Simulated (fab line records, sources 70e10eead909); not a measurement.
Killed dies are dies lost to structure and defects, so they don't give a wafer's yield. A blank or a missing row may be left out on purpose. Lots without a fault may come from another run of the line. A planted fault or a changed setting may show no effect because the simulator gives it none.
Chamber matching | flow nand_harc | NHARC_A_STAIRCASE_DESCUM_11 on rie_diel-04: 4 sister chambers
The step chemistry O2, time 3 s. 22 wafers are shown with their chamber, then 11 later ones without.

WAFERS WITH THEIR CHAMBER
wafer  | chamber | showerhead_plenum_p_Torr (Torr) | oes_product_au (a.u.) | throttle_valve_pct (%)
L077.1 | 1       | 1.82                            | 1.011                 | 11.298
L077.2 | 0       | 1.92                            | 0.998                 | 11.322
L077.4 | 2       | 2.04                            | 0.997                 | 11.305
L082.1 | 2       | 2.04                            | 0.993                 | 11.313
L082.4 | 3       | 1.97                            | 1.003                 | 11.313
L082.6 | 0       | 1.91                            | 0.991                 | 11.321
L083.1 | 0       | 1.91                            | 0.990                 | 11.308
L083.4 | 1       | 1.82                            | 1.002                 | 11.332
L083.6 | 2       | 2.04                            | 0.998                 | 11.319
L085.1 | 1       | 1.82                            | 1.000                 | 11.336
L085.3 | 2       | 2.04                            | 0.998                 | 11.303
L085.5 | 1       | 1.82                            | 0.999                 | 11.315
L085.2 | 3       | 1.97                            | 1.001                 | 11.315
L085.4 | 0       | 1.91                            | 0.984                 | 11.322
L085.6 | 2       | 2.04                            | 0.998                 | 11.311
L089.2 | 2       | 2.03                            | 1.005                 | 11.303
L089.3 | 1       | 1.81                            | 1.007                 | 11.307
L089.5 | 2       | 2.03                            | 0.995                 | 11.286
L090.1 | 1       | 1.81                            | 1.009                 | 11.304
L090.2 | 3       | 1.96                            | 1.009                 | 11.294
L090.6 | 3       | 1.96                            | 1.004                 | 11.316
L090.3 | 2       | 2.03                            | 0.996                 | 11.321

SIGNATURES (means of the wafers above)
reading                  | chamber 0 | chamber 1 | chamber 2 | chamber 3 | scatter within a chamber
showerhead_plenum_p_Torr | 1.9125    | 1.8167    | 2.0362    | 1.9650    | 0.00525
oes_product_au           | 0.99075   | 1.00467   | 0.99750   | 1.00425   | 0.00438
throttle_valve_pct       | 11.31825  | 11.31533  | 11.30762  | 11.30950  | 0.0119
Rule: a wafer's distance from a chamber is the root of the sum, over the readings, of the square of ((its reading less the chamber's mean) divided by the reading's scatter). The wafer belongs to the nearest chamber; if the next one is less than 2 further off, it can't be placed. The scatter: the root of (the sum of the squares of (reading less its chamber's mean) over the shown wafers, divided by (wafers less chambers)).

WAFERS WITHOUT THEIR CHAMBER
wafer  | showerhead_plenum_p_Torr (Torr) | oes_product_au (a.u.) | throttle_valve_pct (%)
L090.4 | 1.90                            | 0.989                 | 11.322
L090.5 | 1.90                            | 0.989                 | 11.300
L096.2 | 1.90                            | 0.998                 | 11.293
L096.5 | 1.96                            | 1.005                 | 11.315
L096.6 | 2.03                            | 1.006                 | 11.319
L095.1 | 1.81                            | 1.008                 | 11.305
L095.2 | 1.90                            | 1.004                 | 11.305
L095.6 | 2.03                            | 1.002                 | 11.297
L097.1 | 1.90                            | 0.994                 | 11.302
L097.2 | 2.02                            | 0.993                 | 11.297
L097.5 | 1.90                            | 0.995                 | 11.311

WHICH CHAMBER EACH WENT THROUGH
wafer  | from the rows above | in truth
L090.4 | 0                   | 0
L090.5 | 0                   | 0
L096.2 | 0                   | 0
L096.5 | 3                   | 3
L096.6 | 2                   | 2
L095.1 | 1                   | 1
L095.2 | 0                   | 0
L095.6 | 2                   | 2
L097.1 | 0                   | 0
L097.2 | 2                   | 2
L097.5 | 0                   | 0
Placed correctly: 11 of 11. Can't be placed from these rows: 0. Placed wrongly: 0.
